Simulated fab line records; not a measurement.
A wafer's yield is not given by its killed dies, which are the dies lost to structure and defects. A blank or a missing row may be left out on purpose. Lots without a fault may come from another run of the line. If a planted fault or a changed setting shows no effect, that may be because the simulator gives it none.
Chamber matching / flow n5-finfet / 4 sister chambers for N5_BEOL_M10_ETCH_62 on rie-diel-03
The step etches SOC in N2/H2, target depth 110 nm, overetch 22 nm, time 165 s. 16 wafers are shown with their chamber, then 8 later ones without.

WAFERS WITH THEIR CHAMBER
wafer=L074.1; chamber=3; drypump-motor-current-A (A)=6.3; showerhead-plenum-p-Torr (Torr)=2.50; throttle-valve-pct (%)=17.98
wafer=L074.3; chamber=0; drypump-motor-current-A (A)=5.8; showerhead-plenum-p-Torr (Torr)=2.48; throttle-valve-pct (%)=17.91
wafer=L074.5; chamber=3; drypump-motor-current-A (A)=6.3; showerhead-plenum-p-Torr (Torr)=2.50; throttle-valve-pct (%)=17.97
wafer=L076.1; chamber=2; drypump-motor-current-A (A)=6.6; showerhead-plenum-p-Torr (Torr)=2.47; throttle-valve-pct (%)=17.72
wafer=L076.2; chamber=1; drypump-motor-current-A (A)=5.1; showerhead-plenum-p-Torr (Torr)=2.49; throttle-valve-pct (%)=17.73
wafer=L076.3; chamber=3; drypump-motor-current-A (A)=6.3; showerhead-plenum-p-Torr (Torr)=2.50; throttle-valve-pct (%)=17.97
wafer=L077.1; chamber=0; drypump-motor-current-A (A)=5.8; showerhead-plenum-p-Torr (Torr)=2.48; throttle-valve-pct (%)=17.92
wafer=L077.2; chamber=1; drypump-motor-current-A (A)=5.2; showerhead-plenum-p-Torr (Torr)=2.49; throttle-valve-pct (%)=17.73
wafer=L077.4; chamber=2; drypump-motor-current-A (A)=6.6; showerhead-plenum-p-Torr (Torr)=2.47; throttle-valve-pct (%)=17.72
wafer=L088.1; chamber=1; drypump-motor-current-A (A)=5.1; showerhead-plenum-p-Torr (Torr)=2.48; throttle-valve-pct (%)=17.39
wafer=L088.2; chamber=0; drypump-motor-current-A (A)=5.8; showerhead-plenum-p-Torr (Torr)=2.47; throttle-valve-pct (%)=17.95
wafer=L088.4; chamber=0; drypump-motor-current-A (A)=5.8; showerhead-plenum-p-Torr (Torr)=2.47; throttle-valve-pct (%)=17.94
wafer=L090.1; chamber=1; drypump-motor-current-A (A)=5.1; showerhead-plenum-p-Torr (Torr)=2.48; throttle-valve-pct (%)=17.38
wafer=L090.4; chamber=1; drypump-motor-current-A (A)=5.1; showerhead-plenum-p-Torr (Torr)=2.48; throttle-valve-pct (%)=17.37
wafer=L090.6; chamber=0; drypump-motor-current-A (A)=5.8; showerhead-plenum-p-Torr (Torr)=2.47; throttle-valve-pct (%)=17.95
wafer=L092.1; chamber=2; drypump-motor-current-A (A)=6.6; showerhead-plenum-p-Torr (Torr)=2.46; throttle-valve-pct (%)=17.79

SIGNATURES (means of the wafers above)
reading=drypump-motor-current-A; chamber 0=5.800; chamber 1=5.120; chamber 2=6.600; chamber 3=6.300; scatter within a chamber=0.0258
reading=showerhead-plenum-p-Torr; chamber 0=2.4740; chamber 1=2.4840; chamber 2=2.4667; chamber 3=2.5000; scatter within a chamber=0.00506
reading=throttle-valve-pct; chamber 0=17.9340; chamber 1=17.5200; chamber 2=17.7433; chamber 3=17.9733; scatter within a chamber=0.112
Rule: distance of a wafer from a chamber = root of the sum over the readings of ((wafer's reading minus chamber's mean) / reading's scatter) squared. If the next closest chamber is less than 2 further off than the closest, the wafer can't be placed; otherwise it belongs to the closest. The scatter: take each reading less its chamber's mean, square it, sum over the shown wafers, divide by the number of wafers less the number of chambers, and take the root.

WAFERS WITHOUT THEIR CHAMBER
wafer=L092.2; drypump-motor-current-A (A)=5.8; showerhead-plenum-p-Torr (Torr)=2.47; throttle-valve-pct (%)=17.97
wafer=L092.4; drypump-motor-current-A (A)=5.1; showerhead-plenum-p-Torr (Torr)=2.48; throttle-valve-pct (%)=17.38
wafer=L093.1; drypump-motor-current-A (A)=5.8; showerhead-plenum-p-Torr (Torr)=2.47; throttle-valve-pct (%)=17.97
wafer=L093.4; drypump-motor-current-A (A)=6.3; showerhead-plenum-p-Torr (Torr)=2.48; throttle-valve-pct (%)=17.54
wafer=L093.5; drypump-motor-current-A (A)=5.1; showerhead-plenum-p-Torr (Torr)=2.48; throttle-valve-pct (%)=17.43
wafer=L095.1; drypump-motor-current-A (A)=6.3; showerhead-plenum-p-Torr (Torr)=2.48; throttle-valve-pct (%)=17.55
wafer=L095.3; drypump-motor-current-A (A)=6.6; showerhead-plenum-p-Torr (Torr)=2.46; throttle-valve-pct (%)=17.77
wafer=L095.6; drypump-motor-current-A (A)=5.8; showerhead-plenum-p-Torr (Torr)=2.47; throttle-valve-pct (%)=17.97

WHICH CHAMBER EACH ONE RAN IN
wafer=L092.2; from the rows above=0; in truth=0
wafer=L092.4; from the rows above=1; in truth=1
wafer=L093.1; from the rows above=0; in truth=0
wafer=L093.4; from the rows above=3; in truth=3
wafer=L093.5; from the rows above=1; in truth=1
wafer=L095.1; from the rows above=3; in truth=3
wafer=L095.3; from the rows above=2; in truth=2
wafer=L095.6; from the rows above=0; in truth=0
Correctly placed: 8 of 8. From these rows, 0 cannot be placed. Placed wrongly: 0.
